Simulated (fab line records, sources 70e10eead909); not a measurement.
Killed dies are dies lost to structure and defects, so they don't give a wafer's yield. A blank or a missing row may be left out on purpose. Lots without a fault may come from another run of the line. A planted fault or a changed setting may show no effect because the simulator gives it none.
Which tool did it? | flow nand_harc | 6 lots, 18 wafers sampled, at 2 steps of a route of 1159

WHAT THE GAUGES READ, wafer by wafer
NHARC_P_ZERO_WELL_CD_MEAS_52: target cd 2000 nm.
lot  | measured    | on        | cd_nm (nm)
L120 | day 1 23:46 | cd_sem-03 | 2003.5 1998.4 1994.5
L123 | day 2 17:45 | cd_sem-02 | 1851.1 1849.8 1854.4
L133 | day 5 07:04 | cd_sem-02 | 2005.2 1999.4 2000.5
L136 | day 5 23:46 | cd_sem-01 | 2004.3 1997.8 2001.6
L138 | day 6 11:46 | cd_sem-03 | 1997.5 1999.2 1999.2
L140 | day 6 23:52 | cd_sem-02 | 2001.2 1995.0 1996.6

WHICH TOOL RAN EACH LOT (tool, then ch and the chambers of the sampled wafers, then the start)
lot  | NHARC_P_ZERO_WELL_EXPOSE_49
L120 | krf_scanner-03 ch 0, day 1 23:36
L123 | krf_scanner-01 ch 0, day 2 17:35
L133 | krf_scanner-04 ch 0, day 5 06:55
L136 | krf_scanner-04 ch 0, day 5 23:37
L138 | krf_scanner-01 ch 0, day 6 11:36
L140 | krf_scanner-04 ch 0, day 6 23:43
- NHARC_P_ZERO_WELL_EXPOSE_49: exposes mask P HVPW, target cd 2000 nm.

THE ANSWER, worked out from the rows above alone
Rule: what is usual is taken from the lots themselves. Put in order of their means at a reading, lots are off if they are a third of the lots or fewer, leave a main group of 4 or more, and stand apart from it by a gap of 3 or more times the standard deviation of the main group's means; of several such gaps the widest counts. A main group whose means are all the same, to the digits that the tables above print for the reading, isn't used. A lot without any number at a reading at which 4 lots or more have one is off too. The other lots that the step has rows for count as sound.
Off: L123, at NHARC_P_ZERO_WELL_CD_MEAS_52 (cd_nm). The main group: mean 1999.6 nm, standard deviation 1.6.
A tool fits if, at a process step before that reading, it ran every lot that is off, and no sound lot after the first of them. The gauges at NHARC_P_ZERO_WELL_CD_MEAS_52 are tried like those tools. None of those tried fits.

WHAT THE SIMULATOR HAD PUT IN
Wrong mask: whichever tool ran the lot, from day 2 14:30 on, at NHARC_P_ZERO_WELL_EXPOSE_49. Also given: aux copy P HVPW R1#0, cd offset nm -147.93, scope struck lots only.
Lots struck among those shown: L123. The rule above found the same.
